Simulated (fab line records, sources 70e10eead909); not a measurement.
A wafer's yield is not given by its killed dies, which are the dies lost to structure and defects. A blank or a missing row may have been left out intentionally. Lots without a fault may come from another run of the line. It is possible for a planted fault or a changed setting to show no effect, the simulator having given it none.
What tool caused it?	flow nand_harc	Sampling: 23 lots, 69 wafers, 6 of 1302 route steps

WHAT THE GAUGES READ, wafer by wafer
No reading from a measuring or inspecting step in the record can be judged against a usual standard deviation.

WHICH TOOL RAN EACH LOT (tool, then ch and the chambers of the sampled wafers, then the start)
lot	NHARC_A_STAIRCASE_TRIM_24	NHARC_A_STAIRCASE_ETCH_27	NHARC_A_STAIRCASE_DESCUM_186	NHARC_A_STAIRCASE_ETCH_188	NHARC_A_STAIRCASE_ETCH_223	NHARC_A_STAIRCASE_TRIM_235
L075	rie_diel-08 ch 0,1,2, day 16 04:58 or earlier	rie_diel-08 ch 1,3, day 16 04:58 or earlier	rie_diel-08 ch 1,3, day 16 04:58	rie_diel-08 ch 0,1, no start	rie_diel-04 ch 1,2, no start	rie_diel-04 ch 0,2,3, no start
L074	rie_diel-11 ch 1,3, day 16 05:49 or earlier	rie_diel-11 ch 1,2, day 16 05:49 or earlier	rie_diel-04 ch 0,1,2, day 16 05:49	rie_diel-04 ch 2,3, no start	rie_diel-11 ch 0,2,3, no start	rie_diel-04 ch 1,2,3, no start
L076	rie_diel-08 ch 1,2,3, day 16 20:57 or earlier	rie_diel-08 ch 1,2,3, day 16 20:57 or earlier	rie_diel-11 ch 0,1,2, day 16 20:57	rie_diel-11 ch 1,2, no start	rie_diel-04 ch 0,1,2, no start	rie_diel-11 ch 0,3, no start
L077	rie_diel-04 ch 0,1,3, day 17 07:52 or earlier	rie_diel-04 ch 0,1, day 17 07:52 or earlier	rie_diel-11 ch 1,2,3, day 17 07:52	rie_diel-11 ch 2,3, no start	rie_diel-08 ch 0,1,3, no start	rie_diel-11 ch 2,3, no start
L079	rie_diel-08 ch 0,1, day 18 06:29 or earlier	rie_diel-08 ch 0,2, day 18 06:29 or earlier	rie_diel-11 ch 0,3, day 18 06:29	rie_diel-11 ch 0,1,3, no start	rie_diel-04 ch 1,2, no start	rie_diel-04 ch 0,1, no start
L078	rie_diel-08 ch 1,2, day 18 06:39 or earlier	rie_diel-08 ch 0,1,3, day 18 06:39 or earlier	rie_diel-08 ch 0,1,3, day 18 06:39	rie_diel-08 ch 0,3, no start	rie_diel-11 ch 0,3, no start	rie_diel-11 ch 0,2,3, no start
L082	rie_diel-04 ch 2,3, day 19 02:14 or earlier	rie_diel-04 ch 0,2, day 19 02:14 or earlier	rie_diel-08 ch 0,3, day 19 02:14	rie_diel-08 ch 0,1,3, no start	rie_diel-04 ch 1,2, no start	rie_diel-08 ch 1,3, no start
L081	rie_diel-08 ch 0,1,3, day 19 02:31 or earlier	rie_diel-08 ch 0,1,2, day 19 02:31 or earlier	rie_diel-04 ch 0,1,2, day 19 02:31	rie_diel-04 ch 1,2,3, no start	rie_diel-08 ch 0,1,2, no start	rie_diel-11 ch 0,1,3, no start
L083	rie_diel-11 ch 0,1,2, day 19 21:56 or earlier	rie_diel-11 ch 0,2, day 19 21:56 or earlier	rie_diel-04 ch 0,2,3, day 19 21:56	rie_diel-04 ch 1,2,3, no start	rie_diel-04 ch 1,3, no start	rie_diel-04 ch 0,1,2, no start
L086	rie_diel-08 ch 0,1, day 20 08:56 or earlier	rie_diel-08 ch 0,2,3, day 20 08:56 or earlier	rie_diel-11 ch 1,2, day 20 08:56	rie_diel-11 ch 0,3, no start	rie_diel-04 ch 1,3, no start	rie_diel-04 ch 1,2,3, no start
L085	rie_diel-04 ch 0,1,3, day 20 09:09 or earlier	rie_diel-04 ch 0,1,3, day 20 09:09 or earlier	rie_diel-04 ch 1,2, day 20 09:09	rie_diel-04 ch 1,2, no start	rie_diel-08 ch 1,2, no start	rie_diel-11 ch 2,3, no start
L084	rie_diel-11 ch 0,3, day 20 09:20 or earlier	rie_diel-11 ch 1,2, day 20 09:20 or earlier	rie_diel-04 ch 1,2, day 20 09:20	rie_diel-04 ch 0,1,3, no start	rie_diel-08 ch 0,3, no start	rie_diel-08 ch 0,1,2, no start
L087	rie_diel-11 ch 2,3, day 20 20:20 or earlier	rie_diel-11 ch 1,2, day 20 20:20 or earlier	rie_diel-04 ch 1,2, day 20 20:20	rie_diel-04 ch 0,1,2, no start	rie_diel-08 ch 0,1, no start	rie_diel-08 ch 0,1,2, no start
L089	rie_diel-08 ch 1,2,3, day 22 05:16 or earlier	rie_diel-08 ch 0,1,3, day 22 05:16 or earlier	rie_diel-04 ch 0,1,3, day 22 05:16	rie_diel-04 ch 1,2,3, no start	rie_diel-11 ch 1,2,3, no start	rie_diel-08 ch 0,1,2, no start
L090	rie_diel-08 ch 0,1,3, day 22 05:34 or earlier	rie_diel-08 ch 0,1,2, day 22 05:34 or earlier	rie_diel-11 ch 0,1,3, day 22 05:34	rie_diel-11 ch 1,2, no start	rie_diel-04 ch 0,2, no start	rie_diel-08 ch 0,3, no start
L088	rie_diel-04 ch 2,3, day 22 06:28 or earlier	rie_diel-04 ch 2,3, day 22 06:28 or earlier	rie_diel-11 ch 2,3, day 22 06:28	rie_diel-11 ch 0,3, no start	rie_diel-04 ch 0,2,3, no start	rie_diel-11 ch 0,1,2, no start
L091	rie_diel-08 ch 1,2,3, day 23 05:44 or earlier	rie_diel-08 ch 0,1, day 23 05:44 or earlier	rie_diel-08 ch 1,2,3, day 23 05:44	rie_diel-08 ch 0,1,3, no start	rie_diel-11 ch 0,1,2, no start	rie_diel-11 ch 0,1, no start
L093	rie_diel-04 ch 1,3, day 23 18:19 or earlier	rie_diel-04 ch 0,1,2, day 23 18:19 or earlier	rie_diel-04 ch 1,3, day 23 18:19	rie_diel-04 ch 0,1,3, no start	rie_diel-04 ch 0,3, no start	rie_diel-04 ch 0,1,3, no start
L092	rie_diel-08 ch 1,2, day 23 18:44 or earlier	rie_diel-08 ch 0,1,2, day 23 18:44 or earlier	rie_diel-04 ch 1,2, day 23 18:44	rie_diel-04 ch 0,2,3, no start	rie_diel-11 ch 0,3, no start	rie_diel-11 ch 0,3, no start
L094	rie_diel-11 ch 1,2,3, day 24 05:13 or earlier	rie_diel-11 ch 1,2,3, day 24 05:13 or earlier	rie_diel-11 ch 2,3, day 24 05:13	rie_diel-11 ch 0,1,3, no start	rie_diel-08 ch 1,3, no start	rie_diel-11 ch 0,3, no start
L095	rie_diel-08 ch 2,3, day 24 18:16 or earlier	rie_diel-08 ch 0,2, day 24 18:16 or earlier	rie_diel-08 ch 0,1,2, day 24 18:16	rie_diel-08 ch 0,1, no start	rie_diel-11 ch 0,1,3, no start	rie_diel-08 ch 2,3, no start
L097	rie_diel-08 ch 1,2,3, day 25 02:40 or earlier	rie_diel-08 ch 1,2, day 25 02:40 or earlier	rie_diel-04 ch 0,2,3, day 25 02:40	rie_diel-04 ch 1,2,3, no start	rie_diel-11 ch 0,3, no start	rie_diel-04 ch 2,3, no start
L096	rie_diel-04 ch 2,3, day 25 02:59 or earlier	rie_diel-04 ch 2,3, day 25 02:59 or earlier	rie_diel-04 ch 0,1, day 25 02:59	rie_diel-04 ch 1,2, no start	rie_diel-08 ch 1,2,3, no start	rie_diel-04 ch 2,3, no start
- NHARC_A_STAIRCASE_TRIM_24: chemistry O2, time 211.2 s.
- NHARC_A_STAIRCASE_ETCH_27: etches the open film in C4F8/O2, target depth 100 nm, time 40.5 s.
- NHARC_A_STAIRCASE_DESCUM_186: chemistry O2, time 3 s.
- NHARC_A_STAIRCASE_ETCH_188: etches the open film in C4F8/O2, target depth 100 nm, time 40.5 s.
- NHARC_A_STAIRCASE_ETCH_223: etches the open film in C4F8/O2, target depth 100 nm, time 40.5 s.
- NHARC_A_STAIRCASE_TRIM_235: chemistry O2, time 211.2 s.

WHAT THE TOOLS THEMSELVES READ (means of the sampled wafers that have a number; where no wafer has one, the mark that the record gives instead)
NHARC_A_STAIRCASE_TRIM_24. Usual: drypump_motor_current_A 5.8 A, standard deviation 0.53; mfc_ar_sccm 0.010 sccm, standard deviation 0.012; oes_product_au 1.001 a.u., standard deviation 0.0092; rf_vpp_V 57.5 V, standard deviation 0.76; showerhead_plenum_p_Torr 3.44 Torr, standard deviation 0.072; throttle_valve_pct 17.035 %, standard deviation 0.0099.
lot	tool	drypump_motor_current_A (A)	mfc_ar_sccm (sccm)	oes_product_au (a.u.)	rf_vpp_V (V)	showerhead_plenum_p_Torr (Torr)	throttle_valve_pct (%)	flag
L075	rie_diel-08	5.3	0.009	1.001	57.5	3.50	17.037	
L074	rie_diel-11	5.9	0.000	1.006	57.2	3.45	17.036	
L076	rie_diel-08	5.6	0.016	1.007	57.1	3.44	17.032	
L077	rie_diel-04	6.0	0.011	0.999	57.8	3.46	17.037	
L079	rie_diel-08	5.1	0.009	1.006	58.7	3.50	17.030	
L078	rie_diel-08	5.2	0.017	0.996	58.3	3.48	17.029	
L082	rie_diel-04	6.3	0.023	1.006	58.4	3.35	17.041	
L081	rie_diel-08	5.4	0.016	1.000	58.0	3.44	17.032	
L083	rie_diel-11	5.9	0.000	0.991	57.8	3.45	17.031	
L086	rie_diel-08	5.1	0.009	1.009	57.4	3.49	17.020	
L085	rie_diel-04	6.0	0.011	0.999	57.3	3.45	17.037	
L084	rie_diel-11	5.6	0.000	0.992	58.3	3.50	17.040	
L087	rie_diel-11	6.2	0.000	0.997	58.0	3.39	17.036	
L089	rie_diel-08	5.6	0.016	1.005	56.6	3.42	17.035	
L090	rie_diel-08	5.4	0.016	1.005	57.2	3.43	17.041	
L088	rie_diel-04	6.3	0.023	1.010	56.7	3.34	17.039	
L091	rie_diel-08	5.6	0.016	1.001	57.2	3.41	17.032	
L093	rie_diel-04	5.7	0.002	1.006	57.0	3.42	17.029	
L092	rie_diel-08	5.2	0.017	0.988	57.4	3.45	17.044	
L094	rie_diel-11	6.0	0.000	1.002	57.1	3.40	17.051	
L095	rie_diel-08	6.0	0.007	1.003	56.9	3.41	17.029	
L097	rie_diel-08	5.6	0.016	0.993	56.9	3.40	17.029	
L096	rie_diel-04	6.3	0.023	0.988	57.2	3.33	17.033	

NHARC_A_STAIRCASE_ETCH_27. Usual: oes_product_au 0.946 a.u., standard deviation 0.01; rf_vpp_V 892.4 V, standard deviation 2.8.
lot	tool	oes_product_au (a.u.)	rf_vpp_V (V)	flag
L075	rie_diel-08	0.928	890.6	
L074	rie_diel-11	0.950	891.8	
L076	rie_diel-08	0.953	891.9	
L077	rie_diel-04	0.944	895.5	
L079	rie_diel-08	0.941	895.2	
L078	rie_diel-08	0.952	892.7	
L082	rie_diel-04	0.952	891.7	
L081	rie_diel-08	0.940	895.0	
L083	rie_diel-11	0.932	892.1	
L086	rie_diel-08	0.952	893.1	
L085	rie_diel-04	0.942	892.0	
L084	rie_diel-11	0.938	892.3	
L087	rie_diel-11	0.945	890.6	
L089	rie_diel-08	0.937	890.9	
L090	rie_diel-08	0.953	894.5	
L088	rie_diel-04	0.949	889.3	
L091	rie_diel-08	0.943	893.6	
L093	rie_diel-04	0.948	893.0	
L092	rie_diel-08	0.946	894.8	
L094	rie_diel-11	0.943	891.1	
L095	rie_diel-08	0.955	894.4	
L097	rie_diel-08	0.935	893.2	
L096	rie_diel-04	0.944	888.9	

NHARC_A_STAIRCASE_DESCUM_186. Usual: drypump_motor_current_A 5.9 A, standard deviation 0.5; mfc_ar_sccm 0.010 sccm, standard deviation 0.013; oes_product_au 1.001 a.u., standard deviation 0.0086; rf_vpp_V 57.6 V, standard deviation 0.85; showerhead_plenum_p_Torr 1.86 Torr, standard deviation 0.043; throttle_valve_pct 11.311 %, standard deviation 0.0085.
lot	tool	drypump_motor_current_A (A)	mfc_ar_sccm (sccm)	oes_product_au (a.u.)	rf_vpp_V (V)	showerhead_plenum_p_Torr (Torr)	throttle_valve_pct (%)	flag
L075	rie_diel-08	5.7	0.023	1.004	58.0	1.83	11.315	
L074	rie_diel-04	6.3	0.019	0.996	58.0	1.88	11.311	
L076	rie_diel-11	5.9	0.000	0.998	57.4	1.88	11.306	
L077	rie_diel-11	6.0	0.000	0.999	57.2	1.86	11.315	
L079	rie_diel-11	5.6	0.000	1.003	57.9	1.90	11.302	
L078	rie_diel-08	5.4	0.016	1.004	57.6	1.86	11.312	
L082	rie_diel-08	5.6	0.007	1.001	57.2	1.87	11.315	
L081	rie_diel-04	6.3	0.019	1.002	57.4	1.88	11.312	
L083	rie_diel-04	6.3	0.021	1.006	58.0	1.84	11.306	
L086	rie_diel-11	6.2	0.000	0.999	58.1	1.84	11.305	
L085	rie_diel-04	6.1	0.010	0.997	57.7	1.86	11.312	
L084	rie_diel-04	6.1	0.010	1.003	57.6	1.86	11.311	
L087	rie_diel-04	6.4	0.021	1.012	57.1	1.84	11.311	
L089	rie_diel-04	5.9	0.011	1.005	58.1	1.86	11.309	
L090	rie_diel-11	5.8	0.000	0.996	57.7	1.88	11.309	
L088	rie_diel-11	6.0	0.000	1.001	57.5	1.84	11.306	
L091	rie_diel-08	5.6	0.016	0.994	57.7	1.85	11.305	
L093	rie_diel-04	5.8	0.002	1.016	57.3	1.85	11.299	
L092	rie_diel-04	6.1	0.010	1.008	57.8	1.86	11.307	
L094	rie_diel-11	6.2	0.000	1.000	57.4	1.82	11.317	
L095	rie_diel-08	5.3	0.009	1.001	56.8	1.87	11.311	
L097	rie_diel-04	6.2	0.021	0.988	57.4	1.83	11.310	
L096	rie_diel-04	6.0	0.008	1.001	56.8	1.89	11.307	

NHARC_A_STAIRCASE_ETCH_188. Usual: oes_product_au 0.942 a.u., standard deviation 0.012; rf_vpp_V 892.4 V, standard deviation 2.8.
lot	tool	oes_product_au (a.u.)	rf_vpp_V (V)	flag
L075	rie_diel-08	0.947	894.9	
L074	rie_diel-04	0.928	889.6	
L076	rie_diel-11	0.943	893.3	
L077	rie_diel-11	0.925	892.2	
L079	rie_diel-11	0.957	894.8	
L078	rie_diel-08	0.938	892.2	
L082	rie_diel-08	0.937	892.5	
L081	rie_diel-04	0.956	891.4	
L083	rie_diel-04	0.946	890.9	
L086	rie_diel-11	0.964	894.4	
L085	rie_diel-04	0.940	891.3	
L084	rie_diel-04	0.931	893.4	
L087	rie_diel-04	0.949	894.3	
L089	rie_diel-04	0.954	890.5	
L090	rie_diel-11	0.946	891.1	
L088	rie_diel-11	0.935	894.0	
L091	rie_diel-08	0.940	892.4	
L093	rie_diel-04	0.940	891.9	
L092	rie_diel-04	0.933	890.5	
L094	rie_diel-11	0.943	892.7	
L095	rie_diel-08	0.957	893.6	
L097	rie_diel-04	0.941	889.8	
L096	rie_diel-04	0.925	893.1	

NHARC_A_STAIRCASE_ETCH_223. Usual: oes_product_au 0.944 a.u., standard deviation 0.0099; rf_vpp_V 892.5 V, standard deviation 2.7.
lot	tool	oes_product_au (a.u.)	rf_vpp_V (V)	flag
L075	rie_diel-04	0.941	892.1	
L074	rie_diel-11	0.938	893.7	
L076	rie_diel-04	0.942	894.6	
L077	rie_diel-08	0.949	892.2	
L079	rie_diel-04	0.944	893.1	
L078	rie_diel-11	0.929	893.8	
L082	rie_diel-04	0.950	893.3	
L081	rie_diel-08	0.945	895.2	
L083	rie_diel-04	0.941	891.3	
L086	rie_diel-04	0.933	889.5	
L085	rie_diel-08	0.938	893.9	
L084	rie_diel-08	0.955	892.6	
L087	rie_diel-08	0.944	895.4	
L089	rie_diel-11	0.949	892.0	
L090	rie_diel-04	0.941	891.0	
L088	rie_diel-04	0.941	890.4	
L091	rie_diel-11	0.937	892.0	
L093	rie_diel-04	0.932	894.1	
L092	rie_diel-11	0.942	893.9	
L094	rie_diel-08	0.951	892.5	
L095	rie_diel-11	0.947	892.9	
L097	rie_diel-11	0.940	894.6	
L096	rie_diel-08	0.943	891.8	

NHARC_A_STAIRCASE_TRIM_235. Usual: drypump_motor_current_A 5.8 A, standard deviation 0.52; mfc_ar_sccm 0.009 sccm, standard deviation 0.012; oes_product_au 0.999 a.u., standard deviation 0.0083; rf_vpp_V 57.6 V, standard deviation 0.77; showerhead_plenum_p_Torr 3.44 Torr, standard deviation 0.072; throttle_valve_pct 17.037 %, standard deviation 0.0096.
lot	tool	drypump_motor_current_A (A)	mfc_ar_sccm (sccm)	oes_product_au (a.u.)	rf_vpp_V (V)	showerhead_plenum_p_Torr (Torr)	throttle_valve_pct (%)	flag
L075	rie_diel-04	6.3	0.021	0.995	57.1	3.42	17.039	
L074	rie_diel-04	6.0	0.013	0.990	56.7	3.41	17.031	
L076	rie_diel-11	5.8	0.000	0.995	57.3	3.47	17.044	
L077	rie_diel-11	6.2	0.000	1.008	57.9	3.40	17.031	
L079	rie_diel-04	6.3	0.017	1.002	57.7	3.52	17.043	
L078	rie_diel-11	5.9	0.000	1.004	58.6	3.45	17.029	
L082	rie_diel-08	5.3	0.025	1.009	56.6	3.42	17.033	
L081	rie_diel-11	5.7	0.000	0.991	57.6	3.47	17.035	
L083	rie_diel-04	6.3	0.019	1.003	57.8	3.46	17.030	
L086	rie_diel-04	6.1	0.013	1.002	57.6	3.39	17.035	
L085	rie_diel-11	6.2	0.000	0.994	56.9	3.39	17.035	
L084	rie_diel-08	5.4	0.009	0.996	57.5	3.48	17.037	
L087	rie_diel-08	5.3	0.009	1.000	57.9	3.48	17.049	
L089	rie_diel-08	5.3	0.009	1.000	58.3	3.47	17.038	
L090	rie_diel-08	5.6	0.007	1.004	57.8	3.44	17.041	
L088	rie_diel-11	5.9	0.000	1.001	57.8	3.44	17.037	
L091	rie_diel-11	5.6	0.000	0.998	57.1	3.49	17.032	
L093	rie_diel-04	6.0	0.011	0.999	57.7	3.44	17.035	
L092	rie_diel-11	5.6	0.000	0.994	57.5	3.48	17.041	
L094	rie_diel-11	5.8	0.000	1.004	58.3	3.44	17.037	
L095	rie_diel-08	6.0	0.007	1.001	57.7	3.41	17.040	
L097	rie_diel-04	6.0	0.015	0.997	57.5	3.32	17.039	
L096	rie_diel-04	5.9	0.015	0.989	56.6	3.32	17.044	

THE ANSWER, worked out from the rows above alone
Rule: lot off if the mean of its wafers having a number is beyond 3 standard deviations from the usual mean. Also off: a lot with no number at a reading for which 4 or more lots have one. The other lots that the step has rows for count as sound. The gauges are gone through in route order, then the tools' own readings, and for those a lot's mean is taken as printed above. The first step at which some lot is off is used, and at that step the reading that is off furthest; a lot without a number counts as furthest.
No lot is off at any reading shown: from this, nothing can be told.

WHAT THE SIMULATOR HAD PUT IN
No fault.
